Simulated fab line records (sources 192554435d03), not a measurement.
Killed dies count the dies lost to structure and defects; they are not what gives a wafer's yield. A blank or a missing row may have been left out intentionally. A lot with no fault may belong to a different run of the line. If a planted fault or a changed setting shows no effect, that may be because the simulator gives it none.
Which tool is to blame? | flow n5 finfet | 24 lots, 72 wafers sampled, at 6 steps of a route of 1938

## WHAT THE GAUGES SHOWED, per wafer
N5_BEOL_M1_THK_MEAS_53: measures by xrf. Usual: for M1_THK the level is 40.1 nm and the standard deviation is 1.4.
lot  | measured     | on            | M1_THK (nm)    | flag
L074 | day 6 13:09  | film metro-01 | 37.9 38.7 39.7 |
L075 | day 6 17:12  | film metro-02 | 39.8 39.4 39.9 |
L076 | day 7 01:34  | film metro-02 | 38.4 39.1 38.9 |
L077 | day 7 04:03  | film metro-02 | 38.0 41.3 40.0 |
L078 | day 7 13:23  | film metro-02 | 37.9 40.9 38.9 |
L079 | day 7 19:55  | film metro-02 | 38.9 41.7 40.1 |
L080 | day 7 22:34  | film metro-02 | 40.5 40.5 43.1 |
L081 | day 8 03:42  | film metro-02 | 40.2 39.6 39.0 |
L084 | day 8 18:25  | film metro-01 | 39.5 38.9 39.6 |
L082 | day 8 21:16  | film metro-01 | 38.6 39.2 39.6 |
L083 | day 9 00:47  | film metro-01 | 40.0 41.1 38.9 |
L085 | day 9 06:40  | film metro-01 | 39.2 39.7 41.3 |
L086 | day 9 15:35  | film metro-01 | 39.2 43.0 42.9 |
L087 | day 9 18:39  | film metro-02 | 40.1 41.8 39.9 |
L088 | day 9 23:27  | film metro-02 | 38.8 40.1 40.7 |
L089 | day 10 03:23 | film metro-01 | 37.5 37.0 39.7 |
L090 | day 10 14:17 | film metro-02 | 37.0 37.2 37.2 |
L091 | day 10 19:18 | film metro-02 | 38.5 41.6 38.7 |
L092 | day 11 01:52 | film metro-02 | 39.8 40.8 39.7 |
L093 | day 11 05:04 | film metro-02 | 41.9 42.3 41.3 |
L094 | day 11 09:43 | film metro-01 | 40.5 40.4 41.3 |
L095 | day 11 16:38 | film metro-01 | 39.5 39.4 42.2 |
L096 | day 11 19:45 | film metro-01 | 39.2 41.1 40.7 |
L097 | day 12 13:55 | film metro-01 | 41.8 39.9 41.2 |

N5_BEOL_M2_OVL_MEAS_12. Usual: for M2_OVL the level is -0.2 nm and the standard deviation is 0.72.
lot  | measured     | on         | M2_OVL (nm)    | flag
L074 | day 6 15:00  | overlay-01 | -0.1 0.1 -0.4  |
L075 | day 6 18:36  | overlay-02 | -0.8 0.9 -0.8  |
L076 | day 7 03:05  | overlay-02 | 0.8 -1.3 -0.3  |
L077 | day 7 06:11  | overlay-01 | 1.6 1.6 0.2    |
L078 | day 7 16:18  | overlay-02 | -1.3 -0.2 -0.1 |
L079 | day 7 23:49  | overlay-01 | -0.8 -0.3 -0.2 |
L080 | day 8 00:28  | overlay-01 | -1.0 -0.3 -1.0 |
L081 | day 8 05:43  | overlay-01 | -0.6 0.3 -1.2  |
L084 | day 8 21:08  | overlay-01 | -0.6 -0.6 -0.2 |
L082 | day 8 22:46  | overlay-02 | 0.5 0.4 0.8    |
L083 | day 9 01:43  | overlay-01 | 0.0 -0.4 -1.0  |
L085 | day 9 07:47  | overlay-01 | 1.1 -1.1 0.8   |
L086 | day 9 16:39  | overlay-02 | -0.9 -1.4 0.0  |
L087 | day 9 20:20  | overlay-02 | -0.3 0.1 -1.2  |
L088 | day 10 02:26 | overlay-02 | 0.3 1.1 0.3    |
L089 | day 10 06:59 | overlay-01 | 1.1 -0.1 -0.6  |
L090 | day 10 16:28 | overlay-01 | 1.2 0.8 -0.2   |
L091 | day 10 22:24 | overlay-02 | -0.3 -0.6 -0.3 |
L092 | day 11 03:04 | overlay-01 | 0.7 0.1 0.4    |
L093 | day 11 06:44 | overlay-01 | -0.1 0.5 -0.1  |
L094 | day 11 12:14 | overlay-02 | -1.0 -0.2 -0.2 |
L095 | day 11 17:40 | overlay-01 | 0.5 -1.1 -0.6  |
L096 | day 11 20:52 | overlay-01 | -1.9 -0.9 -1.1 |
L097 | day 12 15:43 | overlay-01 | 0.1 0.2 0.1    |

## EACH LOT AND THE TOOL THAT RAN IT (in order: tool; ch and the chambers of the sampled wafers; start)
lot  | N5_BEOL_M1_ETCHBACK_99             | N5_BEOL_M1_PRE_CLEAN_45      | N5_BEOL_M1_SPUTTER_86        | N5_BEOL_M1_ANNEAL_87
L074 | rie diel-03 ch 0,2, day 6 08:02    | pvd sputter-01, day 6 09:58  | pvd sputter-02, day 6 11:16  | pvd sputter-02, day 6 11:20
L075 | rie diel-03 ch 0,1, day 6 12:47    | pvd sputter-03, day 6 13:52  | pvd sputter-02, day 6 15:18  | pvd sputter-02, day 6 15:23
L076 | rie diel-04 ch 0,1, day 6 21:14    | pvd sputter-01, day 6 22:28  | pvd sputter-03, day 6 23:40  | pvd sputter-03, day 6 23:45
L077 | rie diel-04 ch 0,1,3, day 6 22:35  | pvd sputter-01, day 6 23:41  | pvd sputter-03, day 7 02:08  | pvd sputter-03, day 7 02:13
L078 | rie diel-04 ch 0,2,3, day 7 07:10  | pvd sputter-01, day 7 08:19  | pvd sputter-03, day 7 11:29  | pvd sputter-03, day 7 11:34
L079 | rie diel-04 ch 0,1,2, day 7 15:33  | pvd sputter-02, day 7 16:33  | pvd sputter-01, day 7 18:01  | pvd sputter-01, day 7 18:06
L080 | rie diel-03 ch 0,1,2, day 7 18:28  | pvd sputter-03, day 7 19:26  | pvd sputter-01, day 7 20:41  | pvd sputter-01, day 7 20:46
L081 | rie diel-03 ch 0,1,3, day 7 23:23  | pvd sputter-01, day 8 00:12  | pvd sputter-01, day 8 01:47  | pvd sputter-01, day 8 01:52
L084 | rie diel-03 ch 1,2,3, day 8 14:03  | pvd sputter-03, day 8 15:17  | pvd sputter-03, day 8 16:31  | pvd sputter-03, day 8 16:35
L082 | rie diel-05 ch 0,1, day 8 16:58    | pvd sputter-02, day 8 18:01  | pvd sputter-02, day 8 19:19  | pvd sputter-02, day 8 19:24
L083 | rie diel-04 ch 0,2,3, day 8 20:43  | pvd sputter-02, day 8 21:38  | pvd sputter-03, day 8 22:53  | pvd sputter-03, day 8 22:58
L085 | rie diel-05 ch 0,3, day 9 02:18    | pvd sputter-01, day 9 03:28  | pvd sputter-01, day 9 04:46  | pvd sputter-01, day 9 04:51
L086 | rie diel-04 ch 0,2,3, day 9 09:23  | pvd sputter-03, day 9 10:41  | pvd sputter-01, day 9 13:42  | pvd sputter-01, day 9 13:47
L087 | rie diel-04 ch 0,2,3, day 9 14:41  | pvd sputter-03, day 9 15:31  | pvd sputter-01, day 9 16:41  | pvd sputter-01, day 9 16:46
L088 | rie diel-05 ch 2,3, day 9 19:20    | pvd sputter-03, day 9 20:15  | pvd sputter-01, day 9 21:34  | pvd sputter-01, day 9 21:38
L089 | rie diel-03 ch 0,1,2, day 9 22:44  | pvd sputter-03, day 9 23:46  | pvd sputter-01, day 10 01:30 | pvd sputter-01, day 10 01:35
L090 | rie diel-03 ch 0,2,3, day 10 09:53 | pvd sputter-01, day 10 10:48 | pvd sputter-02, day 10 12:04 | pvd sputter-02, day 10 12:09
L091 | rie diel-05 ch 1,2,3, day 10 14:28 | pvd sputter-01, day 10 16:03 | pvd sputter-03, day 10 17:23 | pvd sputter-03, day 10 17:28
L092 | rie diel-05 ch 0,1,2, day 10 21:39 | pvd sputter-03, day 10 22:41 | pvd sputter-01, day 10 23:58 | pvd sputter-01, day 11 00:03
L093 | rie diel-05 ch 1,2, day 11 00:40   | pvd sputter-01, day 11 01:50 | pvd sputter-01, day 11 03:10 | pvd sputter-01, day 11 03:15
L094 | rie diel-03 ch 1,2,3, day 11 05:19 | pvd sputter-01, day 11 06:27 | pvd sputter-01, day 11 07:47 | pvd sputter-01, day 11 07:52
L095 | rie diel-03 ch 0,1,3, day 11 12:30 | pvd sputter-03, day 11 13:32 | pvd sputter-01, day 11 14:45 | pvd sputter-01, day 11 14:50
L096 | rie diel-05 ch 0,1, day 11 15:41   | pvd sputter-03, day 11 16:41 | pvd sputter-03, day 11 17:52 | pvd sputter-03, day 11 17:56
L097 | rie diel-05 ch 0,3, day 12 09:45   | pvd sputter-01, day 12 10:48 | pvd sputter-02, day 12 12:02 | pvd sputter-02, day 12 12:07
- N5_BEOL_M1_ETCHBACK_99: etches SiO2 in CHF3, target depth 5 nm, time 10.4 s.
- N5_BEOL_M1_PRE_CLEAN_45: time 30 s.
- N5_BEOL_M1_SPUTTER_86: material Cu, target thk 4.5 nm, time 8.29 s.
- N5_BEOL_M1_ANNEAL_87: time 240 s.

## WHAT THE TOOLS THEMSELVES READ (means of the sampled wafers that have a number; where no wafer has one, the mark that the record gives instead)
N5_BEOL_M1_ETCHBACK_99. Usual: drypump motor current A 5.7 A, standard deviation 0.47; oes product au 0.80 a.u., standard deviation 0.071; rf vpp V 239.3 V, standard deviation 2.8; showerhead plenum p Torr 2.16 Torr, standard deviation 0.08; throttle valve pct 17.05 %, standard deviation 0.17.
lot  | tool        | drypump motor current A (A) | oes product au (a.u.) | rf vpp V (V) | showerhead plenum p Torr (Torr) | throttle valve pct (%) | flag
L074 | rie diel-03 | 5.7                         | 0.80                  | 242.1        | 2.17                            | 17.09                  |
L075 | rie diel-03 | 5.8                         | 0.76                  | 237.2        | 2.09                            | 17.12                  |
L076 | rie diel-04 | 5.7                         | 0.83                  | 236.0        | 2.11                            | 17.21                  |
L077 | rie diel-04 | 5.8                         | 0.79                  | 237.1        | 2.10                            | 17.09                  |
L078 | rie diel-04 | 5.7                         | 0.74                  | 238.0        | 2.14                            | 16.96                  |
L079 | rie diel-04 | 5.5                         | 0.78                  | 239.2        | 2.16                            | 17.07                  |
L080 | rie diel-03 | 5.9                         | 0.78                  | 239.3        | 2.13                            | 17.06                  |
L081 | rie diel-03 | 5.8                         | 0.82                  | 238.9        | 2.17                            | 17.15                  |
L084 | rie diel-03 | 6.1                         | 0.83                  | 239.2        | 2.18                            | 17.02                  |
L082 | rie diel-05 | 6.0                         | 0.88                  | 240.8        | 2.16                            | 17.09                  |
L083 | rie diel-04 | 5.7                         | 0.74                  | 237.0        | 2.14                            | 16.97                  |
L085 | rie diel-05 | 5.7                         | 0.75                  | 238.9        | 2.12                            | 17.11                  |
L086 | rie diel-04 | 5.7                         | 0.74                  | 238.4        | 2.14                            | 16.98                  |
L087 | rie diel-04 | 5.7                         | 0.73                  | 239.3        | 2.14                            | 16.97                  |
L088 | rie diel-05 | 5.4                         | 0.80                  | 241.6        | 2.22                            | 16.97                  |
L089 | rie diel-03 | 5.8                         | 0.77                  | 239.2        | 2.12                            | 17.09                  |
L090 | rie diel-03 | 5.9                         | 0.83                  | 241.6        | 2.21                            | 17.11                  |
L091 | rie diel-05 | 5.3                         | 0.79                  | 241.0        | 2.22                            | 16.96                  |
L092 | rie diel-05 | 5.7                         | 0.85                  | 240.1        | 2.21                            | 17.02                  |
L093 | rie diel-05 | 5.3                         | 0.85                  | 241.1        | 2.27                            | 16.89                  |
L094 | rie diel-03 | 6.1                         | 0.81                  | 239.7        | 2.17                            | 17.06                  |
L095 | rie diel-03 | 5.8                         | 0.79                  | 239.4        | 2.16                            | 17.20                  |
L096 | rie diel-05 | 6.0                         | 0.84                  | 240.8        | 2.15                            | 17.14                  |
L097 | rie diel-05 | 5.6                         | 0.93                  | 239.7        | 2.11                            | 16.87                  |

N5_BEOL_M1_PRE_CLEAN_45. Usual: heater power w reads 301 W (standard deviation 38).
lot  | tool           | heater power w (W) | flag
L074 | pvd sputter-01 | 289                |
L075 | pvd sputter-03 | 282                |
L076 | pvd sputter-01 | 350                |
L077 | pvd sputter-01 | 314                |
L078 | pvd sputter-01 | 329                |
L079 | pvd sputter-02 | 326                |
L080 | pvd sputter-03 | 313                |
L081 | pvd sputter-01 | 293                |
L084 | pvd sputter-03 | 297                |
L082 | pvd sputter-02 | 338                |
L083 | pvd sputter-02 | 323                |
L085 | pvd sputter-01 | 317                |
L086 | pvd sputter-03 | 302                |
L087 | pvd sputter-03 | 296                |
L088 | pvd sputter-03 | 276                |
L089 | pvd sputter-03 | 295                |
L090 | pvd sputter-01 | 277                |
L091 | pvd sputter-01 | 294                |
L092 | pvd sputter-03 | 289                |
L093 | pvd sputter-01 | 316                |
L094 | pvd sputter-01 | 310                |
L095 | pvd sputter-03 | 284                |
L096 | pvd sputter-03 | 297                |
L097 | pvd sputter-01 | 310                |

N5_BEOL_M1_SPUTTER_86. Usual: throttle valve pct reads 30.2 % (standard deviation 1.1).
lot  | tool           | throttle valve pct (%) | flag
L074 | pvd sputter-02 | 29.7                   |
L075 | pvd sputter-02 | 30.7                   |
L076 | pvd sputter-03 | 30.9                   |
L077 | pvd sputter-03 | 30.6                   |
L078 | pvd sputter-03 | 31.1                   |
L079 | pvd sputter-01 | 30.1                   |
L080 | pvd sputter-01 | 30.2                   |
L081 | pvd sputter-01 | 29.9                   |
L084 | pvd sputter-03 | 29.9                   |
L082 | pvd sputter-02 | 30.4                   |
L083 | pvd sputter-03 | 31.2                   |
L085 | pvd sputter-01 | 29.7                   |
L086 | pvd sputter-01 | 30.1                   |
L087 | pvd sputter-01 | 30.2                   |
L088 | pvd sputter-01 | 29.7                   |
L089 | pvd sputter-01 | 29.7                   |
L090 | pvd sputter-02 | 29.7                   |
L091 | pvd sputter-03 | 30.7                   |
L092 | pvd sputter-01 | 29.6                   |
L093 | pvd sputter-01 | 29.9                   |
L094 | pvd sputter-01 | 29.9                   |
L095 | pvd sputter-01 | 29.9                   |
L096 | pvd sputter-03 | 30.3                   |
L097 | pvd sputter-02 | 29.1                   |

N5_BEOL_M1_ANNEAL_87. Usual: heater power w 752 W, standard deviation 96; susceptor_temp_C_max 401.0, standard deviation 0.41.
lot  | tool           | heater power w (W) | susceptor_temp_C_max | flag
L074 | pvd sputter-02 | 786                | 401.2                |
L075 | pvd sputter-02 | 806                | 400.9                |
L076 | pvd sputter-03 | 772                | 401.0                |
L077 | pvd sputter-03 | 692                | 400.9                |
L078 | pvd sputter-03 | 723                | 400.6                |
L079 | pvd sputter-01 | 777                | 400.6                |
L080 | pvd sputter-01 | 829                | 400.6                |
L081 | pvd sputter-01 | 690                | 400.9                |
L084 | pvd sputter-03 | 758                | 401.0                |
L082 | pvd sputter-02 | 799                | 401.6                |
L083 | pvd sputter-03 | 719                | 400.6                |
L085 | pvd sputter-01 | 689                | 400.8                |
L086 | pvd sputter-01 | 685                | 400.9                |
L087 | pvd sputter-01 | 826                | 400.8                |
L088 | pvd sputter-01 | 738                | 401.0                |
L089 | pvd sputter-01 | 690                | 401.1                |
L090 | pvd sputter-02 | 780                | 400.8                |
L091 | pvd sputter-03 | 693                | 400.8                |
L092 | pvd sputter-01 | 642                | 401.1                |
L093 | pvd sputter-01 | 691                | 400.7                |
L094 | pvd sputter-01 | 687                | 401.1                |
L095 | pvd sputter-01 | 730                | 401.0                |
L096 | pvd sputter-03 | 743                | 401.0                |
L097 | pvd sputter-02 | 758                | 401.6                |

## THE ANSWER, worked out from the rows above alone
Rule: take the mean of a lot's wafers that have a number; if it is more than 3 standard deviations from the usual mean, the lot is off. Also off: a lot with no number at a reading for which 4 or more lots have one. All remaining lots with rows at the step are treated as sound. First the gauges in route order, then the tools' own readings, where a lot's mean is used as printed above. The first step at which some lot is off is used, and at that step the reading that is off furthest; a lot without a number counts as furthest.
No lot is off on any of the readings shown, so nothing can be concluded from this.

## WHAT THE SIMULATOR HAD PUT IN
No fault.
